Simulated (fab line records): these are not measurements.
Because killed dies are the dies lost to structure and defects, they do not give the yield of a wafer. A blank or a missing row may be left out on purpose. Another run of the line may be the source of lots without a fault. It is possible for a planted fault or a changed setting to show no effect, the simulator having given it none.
fab line records | flow nand-harc
record: lots: 5 wafers: 15 last-day: 24
route steps=1159 shown P_ZERO_WELL@57 P_STI@69
lots untouched by any fault: they come from a run of this same line in which no faults occurred
start-h: start of the lot's first displayed wafer, in hours after the record's first day | wait-h: hours elapsed since this lot's preceding step | " the same as in the row above | L1.1+2: one row covering several wafers at once | - value missing, or start not given | * or withheld: withheld | < > ~ a bound
route shown NAME@n: NAME is a module with steps in the file, n the number in the route of the first one | usual: the fault-free wafers' mean and standard deviation | same: alike in all rows | chamber/n: place in a boat | sites: each site's reading | _std_site: how widely they spread, as a standard deviation | _edge_site: outer sites' mean less inner sites' | radius-mm: for every site, how far away it sits from the centre of the wafer | mask NAME#n: copy n | behind: tool/chamber where the wafer was last shaped | hold: cause of the lot's hold/its duration in hours/its outcome | device: names the non-switching transistor (n, p or np) | end of line: the route-end tests of the same wafers | for a step that has no rows: nothing shown but its recipe | killed: at the first sort, the dies lost to defects and structure; wafer yield is something else | map: the dies of a wafer, with x for killed, . for not killed, _ for no die there
set.NAME: the setting the step ran with; set.NAME@STEP: the setting that earlier step ran with | model.NAME: the simulator's own value behind a step, which no gauge read
lots at selected steps of the route; one table per step, one row per wafer
services: a tool's chamber out of use, with start hour (start-h, from the record's first day; less than 0 if before it), hours out, and reason
== steps ==
step: NHARC_P_ZERO_WELL_PEB_50
recipe: peb-temp-c: 118 peb-time-s: 85
columns lot.wafer tool chamber start-h wait-h
L079.2+3+5 litho-track-03 0 47.82 0.1
L084.1+4+6 litho-track-03 0 77.66 0.1
L085.1+4+6 litho-track-02 0 83.60 0.1
L091.1+3+5 litho-track-07 0 119.68 0.1
L097.1+2+5 litho-track-02 0 155.58 0.1
step: NHARC_P_ZERO_WELL_DEVELOP_51
recipe: time-s: 70
columns lot.wafer tool chamber start-h wait-h
L079.2+3+5 litho-track-03 0 - -
L084.1+4+6 litho-track-03 0 - -
L085.1+4+6 litho-track-02 0 - -
L091.1+3+5 litho-track-07 0 - -
L097.1+2+5 litho-track-02 0 - -
step: NHARC_P_ZERO_WELL_CD_MEAS_52
recipe: target-cd-nm: 2000 landing-energy-ev: 500
usual: cd-nm: 2000.5/2.4
columns lot.wafer tool chamber start-h wait-h cd-nm
L079.2 cd-sem-03 0 47.91 - 2001.0
L079.3 " 0 " " 2003.7
L079.5 " 0 " " 2002.5
L084.1 cd-sem-03 0 77.76 - 2001.4
L084.4 " 0 " " 2004.7
L084.6 " 0 " " 1998.9
L085.1 cd-sem-03 0 83.69 - 2000.7
L085.4 " 0 " " 2000.7
L085.6 " 0 " " 1995.4
L091.1 cd-sem-01 0 119.77 - 1999.2
L091.3 " 0 " " 1996.6
L091.5 " 0 " " 2001.3
L097.1 cd-sem-01 0 155.66 - 2001.3
L097.2 " 0 " " 1994.4
L097.5 " 0 " " 1999.8
step: NHARC_P_ZERO_WELL_HARDBAKE_53
recipe: temp-c: 125 time-s: 80
columns lot.wafer tool chamber start-h wait-h
L079.2+3+5 litho-track-07 0 47.99 -
L084.1+4+6 litho-track-07 0 77.84 -
L085.1+4+6 litho-track-07 0 83.77 -
L091.1+3+5 litho-track-03 0 119.85 -
L097.1+2+5 litho-track-07 0 155.74 -
step: NHARC_P_ZERO_WELL_DESCUM_54
recipe: time-s: 3 o2-flow-sccm: 200 ar-flow-sccm: 0 bias-power-w: 0 chemistry: O2
usual: drypump-motor-current-A: 5.8/0.55 oes-product-au: 0.999/0.013 rf-vpp-V: 57.9/0.87 showerhead-plenum-p-Torr: 1.94/0.079 throttle-valve-pct: 11.311/0.0092
columns lot.wafer tool chamber start-h wait-h drypump-motor-current-A oes-product-au rf-hours-counter-h rf-vpp-V showerhead-plenum-p-Torr throttle-valve-pct
L079.2 rie-diel-11 3 48.09 - 6.6 0.979 2 58.2 1.97 11.315
L079.3 " 1 " " 5.8 1.008 2 59.1 1.99 11.306
L079.5 " 2 " " 6.4 1.015 - 58.5 1.95 11.290
L084.1 rie-diel-03 3 77.92 - 6.4 0.989 3 57.3 1.88 11.307
L084.4 " 2 " " 5.3 1.006 2 58.4 1.97 11.306
L084.6 " 0 " " 5.6 1.026 - 59.2 2.07 11.305
L085.1 rie-diel-10 1 83.86 - 5.7 0.987 5 56.2 1.86 11.288
L085.4 " 3 " " 5.0 1.013 5 57.4 2.06 11.319
L085.6 " 0 " " 5.8 1.018 - 57.9 1.85 11.297
L091.1 rie-diel-11 3 119.93 - 6.6 0.987 5 59.0 1.97 11.310
L091.3 " 1 " " 5.8 0.988 6 58.1 1.99 11.310
L091.5 " 3 " " 6.6 1.000 - 57.2 1.97 11.320
L097.1 rie-diel-10 2 155.84 - 5.4 0.993 10 56.8 1.83 11.307
L097.2 " 0 " " 5.8 1.008 11 58.3 1.85 11.300
L097.5 " 1 " " 5.8 0.989 - 57.8 1.85 11.301
step: NHARC_P_ZERO_WELL_IMPLANT_55
recipe: energy-kev: 180 dose-cm2: 8e+11 tilt-deg: 7
columns lot.wafer tool chamber start-h wait-h
L079.2+3+5 implanter-01 0 48.25 0.2
L084.1+4+6 implanter-02 0 78.06 0.1
L085.1+4+6 implanter-02 0 84.00 0.1
L091.1+3+5 implanter-02 0 120.09 0.1
L097.1+2+5 implanter-01 0 155.97 0.1
step: NHARC_P_ZERO_WELL_IMPLANT_61
recipe: energy-kev: 30 dose-cm2: 5e+11 tilt-deg: 7
columns lot.wafer tool chamber start-h wait-h
L079.2+3+5 implanter-01 0 48.43 0.1
L084.1+4+6 implanter-02 0 78.24 0.1
L085.1+4+6 implanter-02 0 84.18 0.1
L091.1+3+5 implanter-02 0 120.27 0.2
L097.1+2+5 implanter-01 0 156.16 0.2
step: NHARC_P_ZERO_WELL_STRIP_56
recipe: time-s: 840 temp-c: 130 chemistry: SPM
columns lot.wafer tool chamber start-h wait-h
L079.2+3+5 wet-bench-01 4,5,6 48.64 0.2
L084.1+6+4 wet-bench-09 4,5,7 78.46 0.2
L085.4+6+1 wet-bench-01 7,0,2 84.41 0.1
L091.5+3+1 wet-bench-06 5,6,0 120.50 0.1
L097.1+2+5 wet-bench-09 0,2,4 156.37 0.2
step: NHARC_P_ZERO_WELL_PRECLEAN_68
recipe: time-s: 60 temp-c: 50 bath-age-min: 0 chemistry: SC1
usual: h2o2-flow-mL-min: 56.62/0.18
same: bath-age-min: 0
columns lot.wafer tool chamber start-h wait-h h2o2-flow-mL-min
L079.2 wet-bench-01 4 - - 57.12
L079.3 " 5 " " 56.69
L079.5 " 6 " " 56.76
L084.1 wet-bench-09 4 - - 56.48
L084.6 " 5 " " 56.59
L084.4 " 7 " " 56.18
L085.4 wet-bench-01 7 - - 57.11
L085.6 " 0 " " 56.50
L085.1 " 2 " " 56.45
L091.5 wet-bench-06 5 - - 56.76
L091.3 " 6 " " 56.56
L091.1 " 0 " " 56.58
L097.1 wet-bench-09 0 - - 56.67
L097.2 " 2 " " 56.68
L097.5 " 4 " " 56.41
step: NHARC_P_ZERO_WELL_SRD_69
columns lot.wafer tool chamber start-h wait-h
L079.2+3+5 wet-bench-01 4,5,6 - -
L084.1+6+4 wet-bench-09 4,5,7 - -
L085.4+6+1 wet-bench-01 7,0,2 - -
L091.5+3+1 wet-bench-06 5,6,0 - -
L097.1+2+5 wet-bench-09 0,2,4 - -
step: NHARC_P_ZERO_WELL_RTA_42
recipe: temp-c: 1100 time-s: 300
usual: lamp-power-pct: 36.5/2.1 lamp_zone_1_pct: 36.5/2.1 wafer_temp_C_max: 1104.6/1.3
columns lot.wafer tool chamber start-h wait-h lamp-power-pct lamp_zone_1_pct wafer_temp_C_max
L079.2 rtp-anneal-01 0 49.17 - 38.8 38.7 1106.1
L079.3 " 0 " " 38.7 38.7 1106.0
L079.5 " 0 " " 38.7 38.7 1104.6
L084.1 rtp-anneal-02 0 79.00 - 34.4 34.4 1104.3
L084.4 " 0 " " 34.4 34.4 1104.1
L084.6 " 0 " " 34.4 34.4 1103.8
L085.1 rtp-anneal-01 0 84.83 - 38.8 38.7 1106.0
L085.4 " 0 " " 38.7 38.7 1107.4
L085.6 " 0 " " 38.7 38.7 1105.6
L091.1 rtp-anneal-01 0 120.92 - 38.7 38.7 1107.7
L091.3 " 0 " " 38.6 38.7 1104.3
L091.5 " 0 " " 38.7 38.7 1105.3
L097.1 rtp-anneal-02 0 156.82 - 34.4 34.4 1102.6
L097.2 " 0 " " 34.5 34.4 1103.1
L097.5 " 0 " " 34.4 34.5 1103.4
step: NHARC_P_ZERO_WELL_INSPECT_43
usual: raw-defect-count: 13/5.8
columns lot.wafer tool chamber start-h wait-h raw-defect-count
L079.2 defect-inspect-02 - 49.75 0.5 7
L079.3 " - " " 19
L079.5 " - " " 24
L084.1 defect-inspect-02 - 79.68 0.6 26
L084.4 " - " " 16
L084.6 " - " " 12
L085.1 defect-inspect-01 - 85.52 0.6 9
L085.4 " - " " 6
L085.6 " - " " 8
L091.1 defect-inspect-02 - 121.59 0.6 8
L091.3 " - " " 15
L091.5 " - " " 12
L097.1 defect-inspect-01 - 157.52 0.6 15
L097.2 " - " " 3
L097.5 " - " " 16
step: NHARC_P_STI_ETCH_26
recipe: target-depth-a: 110 chemistry: dHF material: SiO2
columns lot.wafer tool chamber start-h wait-h
L079.5+3+2 wet-bench-04 2,4,7 49.80 0.0
L084.1+4+6 wet-bench-07 4,6,7 79.75 0.1
L085.4+6+1 wet-bench-07 1,3,6 85.57 0.0
L091.1+5+3 wet-bench-07 2,3,7 121.65 0.1
L097.2+5+1 wet-bench-02 6,1,3 157.59 0.1
step: NHARC_P_STI_PRECLEAN_27
recipe: time-s: * temp-c: 50 bath-age-min: 0 chemistry: SC1
usual: h2o2-flow-mL-min: 56.61/0.18
same: bath-age-min: 0
columns lot.wafer tool chamber start-h wait-h h2o2-flow-mL-min
L079.5 wet-bench-04 2 49.86 0.1 56.55
L079.3 " 4 " " 56.58
L079.2 " 7 " " 56.74
L084.1 wet-bench-07 4 79.80 0.0 56.90
L084.4 " 6 " " 56.64
L084.6 " 7 " " 56.56
L085.4 wet-bench-07 1 85.64 0.1 56.27
L085.6 " 3 " " 56.64
L085.1 " 6 " " 56.66
L091.1 wet-bench-07 2 121.72 0.1 56.51
L091.5 " 3 " " 56.87
L091.3 " 7 " " 56.35
L097.2 wet-bench-02 6 157.65 0.1 56.76
L097.5 " 1 " " 56.66
L097.1 " 3 " " 56.73
step: NHARC_P_STI_SRD_28
columns lot.wafer tool chamber start-h wait-h
L079.5+3+2 wet-bench-04 2,4,7 - -
L084.1+4+6 wet-bench-07 4,6,7 - -
L085.4+6+1 wet-bench-07 1,3,6 - -
L091.1+5+3 wet-bench-07 2,3,7 - -
L097.2+5+1 wet-bench-02 6,1,3 - -
step: NHARC_P_STI_OXIDE_29
recipe: target-thk-a: 100 temp-c: 900 ox-time-s: 1362 material: SiO2
usual: ox-temp-c: 900.0/0.39 spike-tc-top-C: 909.6/1.9 tube-center-temp-C: 900/0.085 zone-power-lower-pct: 17.0/1.5
columns lot.wafer tool chamber start-h wait-h ox-temp-c spike-tc-top-C tube-center-temp-C zone-power-lower-pct
L079.2 furnace-01 0 53.73 - 899.6 908.8 900.03 15.3
L079.3 " 0 " " 900.0 910.6 899.96 15.0
L079.5 " 0 " " 899.6 909.1 899.86 15.2
L084.1 furnace-06 0 83.65 - 899.5 912.0 900.07 16.1
L084.4 " 0 " " 899.5 912.2 899.93 16.2
L084.6 " 0 " " 899.6 912.0 900.09 15.9
L085.1 furnace-08 0 89.75 - 899.5 907.0 900.09 18.7
L085.4 " 0 " " 899.8 907.6 900.06 19.0
L085.6 " 0 " " 899.9 906.7 899.79 19.1
L091.1 furnace-08 0 125.51 - 900.3 908.3 900.07 18.9
L091.3 " 0 " " 899.8 907.0 899.87 18.7
L091.5 " 0 " " 900.1 908.1 900.01 18.8
L097.1 furnace-01 0 161.52 - 900.0 909.2 900.01 15.3
L097.2 " 0 " " 899.9 907.9 900.18 15.5
L097.5 " 0 " " 900.2 910.2 900.04 15.0
step: NHARC_P_STI_HM_DEP_30
recipe: target-thk-a: 800 temp-c: 790 pressure-mtorr: 300 time-s: 873 material: Si3N4
usual: spike-tc-top-C: 806.4/2.7 zone-power-lower-pct: 13.6/0.53
columns lot.wafer tool chamber start-h wait-h spike-tc-top-C zone-power-lower-pct
L079.2 lpcvd-02 1 61.04 3.6 809.0 12.4
L079.3 " 1 " " 810.9 12.5
L079.5 " 1 " " 811.2 12.5
L084.1 lpcvd-01 0 90.95 3.6 806.4 13.7
L084.4 " 0 " " 807.3 13.6
L084.6 " 0 " " 806.3 13.8
L085.1 lpcvd-01 0 97.03 3.6 807.5 13.7
L085.4 " 0 " " 809.1 13.7
L085.6 " 0 " " 807.2 13.8
L091.1 lpcvd-01 1 132.83 3.6 805.8 13.8
L091.3 " 1 " " 806.3 13.8
L091.5 " 1 " " 805.0 13.3
L097.1 lpcvd-02 0 168.74 3.6 804.1 13.9
L097.2 " 0 " " 802.1 14.0
L097.5 " 0 " " 803.4 14.0
step: NHARC_P_STI_DEHYDRATE_01
recipe: temp-c: 150 time-s: 120
columns lot.wafer tool chamber start-h wait-h
L079.2+3+5 litho-track-07 0 64.67 0.4
L084.1+4+6 litho-track-03 0 94.55 0.4
L085.1+4+6 litho-track-03 0 100.67 0.4
L091.1+3+5 litho-track-05 0 136.52 0.4
L097.1+2+5 litho-track-03 0 172.39 0.4
step: NHARC_P_STI_HMDS_02
recipe: time-s: 30
columns lot.wafer tool chamber start-h wait-h
L079.2+3+5 litho-track-07 0 - -
L084.1+4+6 litho-track-03 0 - -
L085.1+4+6 litho-track-03 0 - -
L091.1+3+5 litho-track-05 0 - -
L097.1+2+5 litho-track-03 0 - -
step: NHARC_P_STI_COAT_41
recipe: temp-c: 200 time-s: 65
columns lot.wafer tool chamber start-h wait-h
L079.2+3+5 litho-track-07 0 - -
L084.1+4+6 litho-track-03 0 - -
L085.1+4+6 litho-track-03 0 - -
L091.1+3+5 litho-track-05 0 - -
L097.1+2+5 litho-track-03 0 - -
step: NHARC_P_STI_COAT_03
recipe: spin-rpm: 2000 resist-thk-nm: 600
columns lot.wafer tool chamber start-h wait-h
L079.2+3+5 litho-track-07 0 - -
L084.1+4+6 litho-track-03 0 - -
L085.1+4+6 litho-track-03 0 - -
L091.1+3+5 litho-track-05 0 - -
L097.1+2+5 litho-track-03 0 - -
step: NHARC_P_STI_SOFTBAKE_04
recipe: temp-c: 125 time-s: 70
columns lot.wafer tool chamber start-h wait-h
L079.2+3+5 litho-track-07 0 - -
L084.1+4+6 litho-track-03 0 - -
L085.1+4+6 litho-track-03 0 - -
L091.1+3+5 litho-track-05 0 - -
L097.1+2+5 litho-track-03 0 - -
step: NHARC_P_STI_EBR_05
columns lot.wafer tool chamber start-h wait-h
L079.2+3+5 litho-track-07 0 - -
L084.1+4+6 litho-track-03 0 - -
L085.1+4+6 litho-track-03 0 - -
L091.1+3+5 litho-track-05 0 - -
L097.1+2+5 litho-track-03 0 - -
step: NHARC_P_STI_EXPOSE_06
recipe: na: 0.55 target-cd-nm: 200 dose-mj: 37.69 mask-id: P_STI
columns lot.wafer tool chamber start-h wait-h mask
L079.2+3+5 krf-scanner-04 0 64.97 - P_STI#0
L084.1+4+6 krf-scanner-03 0 94.71 - P_STI#0
L085.1+4+6 krf-scanner-02 0 100.96 - P_STI#0
L091.1+3+5 krf-scanner-02 0 136.81 - P_STI#0
L097.1+2+5 krf-scanner-02 0 172.68 - P_STI#0
step: NHARC_P_STI_PEB_07
recipe: peb-temp-c: 128 peb-time-s: 80
columns lot.wafer tool chamber start-h wait-h
L079.2+3+5 litho-track-03 0 65.03 0.1
L084.1+4+6 litho-track-05 0 94.78 0.1
L085.1+4+6 litho-track-05 0 101.04 0.1
L091.1+3+5 litho-track-07 0 136.87 0.1
L097.1+2+5 litho-track-05 0 172.75 0.1
== services ==
columns tool chamber start-h hours kind
krf-scanner-04 - 31.90 0.3 repair
wet-bench-01 - 37.62 8.0 pm
krf-scanner-02 - 38.00 4.0 pm
litho-track-03 - 38.00 7.0 pm
rie-diel-03 - 38.30 9.0 pm
implanter-01 - 52.38 6.1 repair
rie-diel-11 0 56.40 16.5 repair
litho-track-05 - 62.01 7.0 pm
krf-scanner-03 - 72.57 0.6 repair
implanter-02 - 85.01 13.0 pm
wet-bench-07 - 96.05 8.0 pm
rie-diel-11 - 101.03 0.3 repair
rie-diel-03 - 101.96 1.0 repair
implanter-01 - 106.22 3.0 repair
rie-diel-03 0 111.83 30.8 repair
wet-bench-09 - 112.80 8.0 pm
implanter-02 - 127.86 6.4 repair
rie-diel-11 2 128.29 6.4 repair
wet-bench-06 - 129.60 8.0 pm
rie-diel-10 2 161.02 4.8 repair
wet-bench-04 - 163.33 8.0 pm
litho-track-02 - 165.00 7.0 pm
rie-diel-10 0 165.64 6.9 repair
krf-scanner-02 - 166.98 1.9 repair
== key ==
fault none
